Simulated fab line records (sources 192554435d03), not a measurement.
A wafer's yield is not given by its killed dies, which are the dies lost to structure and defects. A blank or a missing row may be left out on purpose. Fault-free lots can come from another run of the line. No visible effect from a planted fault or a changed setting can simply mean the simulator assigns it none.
Split-lot trial ; flow n5Finfet ; 7 lots, 21 wafers read, on a route of 1938 steps

== SPLIT DETAILS ==
At N5_BEOL_M2_DEP_57 (deposits SiCN from 3MS/NH3, target thk 8 nm, time 14 s), the setting timeS was moved away from the recipe's 14 s on 4 of the 21 wafers read, by -9.2% to -5.2%. For the rest of the wafers, this setting stayed at what the recipe calls for.

The reading is taken at the split's own step.

== THE READING ==
SiCN_of_BEOL_M2_DEP_57.thkNm (the simulator's own value, which no gauge read), in nm, at N5_BEOL_M2_DEP_57 (deposits SiCN from 3MS/NH3, target thk 8 nm, time 14 s). The file does not state a usual value for it. Average 8.1 nm, standard deviation 0.15 nm, over the 17 wafers here run with the recipe.

wafer;tool, chamber at the split;timeS as run, s;against the recipe;SiCN_of_BEOL_M2_DEP_57.thkNm, nm;against lot-mates on the recipe
L076.1;pecvd-03, 1;14;recipe;8;-
L076.4;pecvd-03, 0;14;recipe;8.2;-
L076.5;pecvd-03, 1;13.27;-5.2%;7.6;-0.5
L078.2;pecvd-04, 0;14;recipe;7.8;-
L078.5;pecvd-04, 1;14;recipe;8.2;-
L078.6;pecvd-04, 2;13.06;-6.7%;7.2;-0.8
L079.2;pecvd-01, 1,2;14;recipe;8;-
L079.3;pecvd-01, 1,2;14;recipe;8;-
L079.5;pecvd-01, 1;14;recipe;8.2;-
L082.2;pecvd-04, 2;14;recipe;8;-
L082.4;pecvd-04, 0;12.71;-9.2%;7.4;-0.6
L082.6;pecvd-04, 2;12.71;-9.2%;7.2;-0.8
L086.1;pecvd-01, 2,1,2;14;recipe;8.2;-
L086.5;pecvd-01, 2,1,2;14;recipe;8.2;-
L086.6;pecvd-01, 2,1,2;14;recipe;8.2;-
L089.4;pecvd-01, 1,2;14;recipe;8.2;-
L089.6;pecvd-01, 1,2;14;recipe;8.2;-
L089.5;pecvd-01, 0;14;recipe;8;-
L094.2;pecvd-01, 2,0;14;recipe;7.8;-
L094.3;pecvd-01, 2,0;14;recipe;7.8;-
L094.4;pecvd-01, 0;14;recipe;8;-
If several chambers appear in one row, that row covers several wafers at once and the file leaves open which wafer was in which chamber.

FIT RESULTS
A straight line over all 21 wafers: SiCN_of_BEOL_M2_DEP_57.thkNm changes by +0.091 nm for each +1% of timeS; r = +0.88; the points scatter about the line by 0.16 nm.
The same after taking each lot's own level away (the mean of its wafers on the recipe; 21 wafers): +0.0857 nm for each +1%; r = +0.92; scatter 0.12 nm.
On that fit, the largest move of timeS shifts the reading by 0.79 nm.
The span of the lots' own levels, 7.87 to 8.20 nm, comes to 2.2 times the standard deviation stated above.
The two slopes are in agreement: the lot-to-lot level therefore moves the slope only a little.
Check: for one of the wafers moved furthest among these (-9.2%), held out of the fit, the line's prediction against its lot-mates is -0.899 nm. Against them it came out at -0.6 nm.

== OTHER SPLITS ON THESE WAFERS ==
Note: prior to the reading, these wafers also went through further splits. Each is held against what the fit with the lots' levels taken away leaves over:
other split on the same wafers;wafers away from the commonest value;r with SiCN_of_BEOL_M2_DEP_57.thkNm (lot level and that fit taken away)
N5_BEOL_M1_ALD_98 tempC;7;+0.02
N5_BEOL_M2_COAT_67 spinRpm;4;-0.03
N5_BEOL_M2_COAT_22 spinRpm;6;+0.09

== FILE'S OWN FIT ==
SiCN_of_BEOL_M2_DEP_57.thkNm changes by +0.0918 nm for each +1% of timeS, r = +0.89.
